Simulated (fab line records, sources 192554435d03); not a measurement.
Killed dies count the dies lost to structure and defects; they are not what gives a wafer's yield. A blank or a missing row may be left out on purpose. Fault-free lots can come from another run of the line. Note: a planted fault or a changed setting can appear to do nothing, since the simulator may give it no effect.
A lot that was struck, set against a sound lot    flow n5Finfet    16 out of 1938 route steps
Sound: these wafers, L384.1, L384.2, L384.4. Wafers L372.2, L372.5, L372.6 were the ones struck. At the end, the cause is stated.
At each step with rows: each side's tool, then ch and its chambers, then its first start. Under that, the readings that differ: sound wafers    struck wafers    difference of the means    sigmas: that difference in standard deviations of wafers without a fault.
alike: words and numbers the same on both sides, and readings whose means are apart by under 2 such deviations; not compared: readings that were withheld, readings missing a value for some wafer, numbers with overlapping values and no deviation given by the record, and bounds like >300 which may hide the same value.
The two part at a step that has a row with sigmas, a row that says differs or no value, or rows on one side only. When numbers do not overlap yet have no deviation, they are printed without sigmas and do not part them. A reading that every wafer of one side lacks parts them only if that side has two wafers or more.

first, 4 steps without rows for these wafers: N5_BEOL_M9_HM_STRIP_39 (strips TiN in peroxide tin strip, target depth 25 nm, time 158 s); N5_BEOL_M9_SRD_40 (time 30 s); N5_BEOL_M9_PRECLEAN_42 (cleans in residue remover, time 60 s); N5_BEOL_M9_SRD_43 (time 30 s).
N5_BEOL_M9_CD_MEAS_35: target cd 70 nm, target cd y 40 nm.
  sound on cdSem-01, day 14 14:44; struck on cdSem-02, day 11 17:56
  alike: cdNm
then, 1 step without rows for these wafers: N5_BEOL_M9_CURE_72 (cures SiCOH lowk, time 120 s).
N5_BEOL_M9_DEGAS_44: time 60 s.
  sound on pvdSputter-01, day 14 15:38; struck on pvdSputter-01, day 11 18:27
  alike: heaterPowerW
N5_BEOL_M9_PRE_CLEAN_45: time 30 s.
  sound on pvdSputter-01, day 14 15:40; struck on pvdSputter-01, day 11 18:29
  alike: heaterPowerW
N5_BEOL_M9_ALD_74: deposits TaN, target thk 2 nm, pulse time 2 s, purge time 3 s.
  sound on aldMetal-02 ch 0,1,2, day 14 15:44; struck on aldMetal-04 ch 0,2,3, day 11 18:34
  alike: heaterPowerW
N5_BEOL_M9_SURFACE_TREAT_79:
  sound on pvdSputter-02, day 14 16:03; struck on pvdSputter-01, day 11 18:55
reading            sound              struck             difference  sigmas
arFlowSccm (sccm)  30.03 29.84 29.92  30.10 30.15 30.17  +0.21       +2
  not compared: throttleValvePct
then, 1 step without rows for these wafers: N5_BEOL_M9_CVD_78 (deposits Co from CCTBA/H2, target thk 2 nm, time 138.9 s).
N5_BEOL_M9_SPUTTER_48: material Cu, target thk 12 nm, time 2 s.
  sound on pvdSputter-02, day 14 16:29; struck on pvdSputter-03, day 11 19:08
  alike: throttleValvePct
N5_BEOL_M9_ECD_50: material Cu, target thk 318 nm.
  sound on ecdCu-01 ch 0,1, day 14 16:37; struck on ecdCu-01 ch 0,1, day 11 19:32
then, 1 step without rows for these wafers: N5_BEOL_M9_ANNEAL_51 (time 90 s).
N5_BEOL_M9_CMP_52: polishes, stops on SiCOH lowk, t overpolish 7 s, target thk 140 nm.
  sound on cmp-02 ch 1,2,3, day 14 17:03; struck on cmp-03 ch 0,3, day 11 20:14
reading              sound     struck       difference  sigmas
timeToEndpointS (s)  65 61 65  133 132 133  +69         +21
  alike: barrierFieldEndpointS, motorCurrentA, overpolishRunS, retainingRingPressureFrac, slurryFlowMlMin
N5_BEOL_M9_THK_MEAS_53: measures by xrf.
  sound on filmMetro-02, day 14 17:19; struck on filmMetro-02, day 11 20:29
  alike: M9_THK

## WHERE THEY PART
Last at N5_BEOL_M9_CMP_52 as far as this record goes, first at N5_BEOL_M9_SURFACE_TREAT_79. Later steps at which nothing parts them and some readings are alike: N5_BEOL_M9_THK_MEAS_53.

WHY: what the simulator had put in
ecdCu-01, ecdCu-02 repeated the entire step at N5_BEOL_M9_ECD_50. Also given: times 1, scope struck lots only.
